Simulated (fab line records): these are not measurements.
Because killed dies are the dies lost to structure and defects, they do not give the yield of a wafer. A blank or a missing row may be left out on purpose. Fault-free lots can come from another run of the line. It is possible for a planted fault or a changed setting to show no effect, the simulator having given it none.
Lot-split experiment -- flow n5-finfet -- 7 lots, 39 wafers read, on a route of 1938 steps

== ON THE SPLIT ==
At N5_PASSIVATION_ETCH_54 (etches SiO2 in CHF3/O2, target depth 880 nm, time 440 s), the setting target-depth-a was moved away from the recipe's 8800 angstrom on 15 of the 39 wafers read, by -52.1% to +50.5%. For the rest of the wafers, this setting stayed at what the recipe calls for.

Reading taken at the split's own step.

== THE READING ==
PASSIVATION.feature-depth-nm (the simulator's own value, which no gauge read), in nm, at N5_PASSIVATION_ETCH_54 (etches SiO2 in CHF3/O2, target depth 880 nm, time 440 s). There is no usual value for it anywhere in the file. Average 879.5 nm, standard deviation 11 nm, over the 24 wafers here run with the recipe.

wafer,"tool, chamber at the split","target-depth-a as run, angstrom",against the recipe,"PASSIVATION.feature-depth-nm, nm",against lot-mates on the recipe
L081.1,"rie-diel-02, 3",8800,recipe,878.8,-
L081.2,"rie-diel-02, 2",13070,+48.5%,1328,+454.2
L081.3,"rie-diel-02, 1",13070,+48.5%,1301,+427.2
L081.4,"rie-diel-02, 0",8800,recipe,875.2,-
L081.5,"rie-diel-02, 3",8800,recipe,867.4,-
L081.6,"rie-diel-02, 0",13070,+48.5%,1310,+436.2
L084.1,"rie-diel-06, 0",8800,recipe,870.6,-
L084.2,"rie-diel-06, 2",13240,+50.5%,1355,+466.1
L084.3,"rie-diel-06, 3",13240,+50.5%,1326,+437.1
L084.4,"rie-diel-06, 1",8800,recipe,889.8,-
L084.5,"rie-diel-06, 2",8800,recipe,906.2,-
L084.6,"rie-diel-06, 1",13240,+50.5%,1335,+446.1
L087.1,"rie-diel-02, 2",8800,recipe,892.2,-
L087.2,"rie-diel-02, 1",4215,-52.1%,414.2,-461.7
L087.3,"rie-diel-02, 0",4215,-52.1%,423.2,-452.7
L087.4,"rie-diel-02, 1",8800,recipe,858,-
L087.5,"rie-diel-02, 2",4215,-52.1%,422.8,-453.1
L087.6,"rie-diel-02, 0",8800,recipe,877.4,-
L085.1,"rie-diel-02, 0",8800,recipe,880.2,-
L085.2,"rie-diel-02, 1",8800,recipe,864.6,-
L085.3,"rie-diel-02, 2",8800,recipe,888.2,-
L085.4,"rie-diel-02, 3",8800,recipe,891.6,-
L085.5,"rie-diel-02, 1",8800,recipe,875.6,-
L085.6,"rie-diel-02, 0",8800,recipe,881,-
L090.1,"rie-diel-02, 2",4554,-48.3%,460.4,-422.2
L090.2,"rie-diel-02, 1",8800,recipe,872.2,-
L090.3,"rie-diel-02, 3",4554,-48.3%,463.4,-419.2
L090.4,"rie-diel-02, 0",8800,recipe,886.6,-
L090.5,"rie-diel-02, 0",8800,recipe,889,-
L090.6,"rie-diel-02, 3",4554,-48.3%,463.2,-419.4
L092.1,"rie-diel-06, 2",8800,recipe,881.2,-
L092.2,"rie-diel-06, 1",8800,recipe,869.8,-
L092.3,"rie-diel-06, 3",11190,+27.2%,1107,+232.8
L092.4,"rie-diel-06, 0",8800,recipe,871.6,-
L092.5,"rie-diel-06, 3",11190,+27.2%,1108,+233.8
L092.6,"rie-diel-06, 2",11190,+27.2%,1122,+247.8
L097.1,"rie-diel-01, 0",8800,recipe,892.6,-
L097.4,"rie-diel-01, 1",8800,recipe,860.8,-
L097.5,"rie-diel-01, 2",8800,recipe,886.6,-

THE FIT
A straight line over all 39 wafers: PASSIVATION.feature-depth-nm changes by +8.85 nm for each +1% of target-depth-a; r = +1.00; the points scatter about the line by 12 nm.
The same after taking each lot's own level away (the mean of its wafers on the recipe; 39 wafers): +8.84 nm for each +1%; r = +1.00; scatter 10 nm.
According to that fit, moving target-depth-a by its largest amount changes the reading by 4.6e+02 nm.
Across the lots, their own levels run from 873.80 to 888.87 nm, a range of 1.3 times the standard deviation given above.
Consequently the slope shifts little with the lot-to-lot level, the two slopes agreeing.
Check: for one of the wafers moved furthest among these (-52.1%), held out of the fit, the line's prediction against its lot-mates is -459 nm. Against them it came out at -462 nm.

== FURTHER SPLITS ON THESE WAFERS ==
Note: prior to the reading, these wafers also went through further splits. Each is held against what the fit with the lots' levels taken away leaves over:
other split on the same wafers,wafers away from the commonest value,r with PASSIVATION.feature-depth-nm (lot level and that fit taken away)
N5_FIN_SAQP_HM_DEP_72 target-thk-a,12,-0.25
N5_MOL_CONTACT_COAG_SPUTTER_143 target-thk-a,15,-0.02
N5_BEOL_M3_CVD_47 target-thk-a,15,+0.04
N5_BEOL_M5_DESCUM_16 time-s,12,+0.11
N5_BEOL_M10_ILD_DEP_00 target-thk-a,9,+0.05
N5_BEOL_M11_VIA_ETCH_34 target-depth-a,15,+0.25

== THE WHOLE CHAIN: every reading that the file lists as answering this split, in the file's order ==
step,what it does,reading,change (the file's fit),r (the file's)
N5_PASSIVATION_ETCH_54,"etches SiO2 in CHF3/O2, target depth 880 nm, time 440 s","etch.depth-nm (the simulator's own value, which no gauge read)",+8.85 nm for each +1% of the setting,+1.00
N5_PASSIVATION_ETCH_54,"etches SiO2 in CHF3/O2, target depth 880 nm, time 440 s","PASSIVATION.feature-depth-nm (the simulator's own value, which no gauge read)",+8.85 nm for each +1% of the setting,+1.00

== FILE'S OWN FIT ==
PASSIVATION.feature-depth-nm changes by +8.85 nm for each +1% of target-depth-a, r = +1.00.
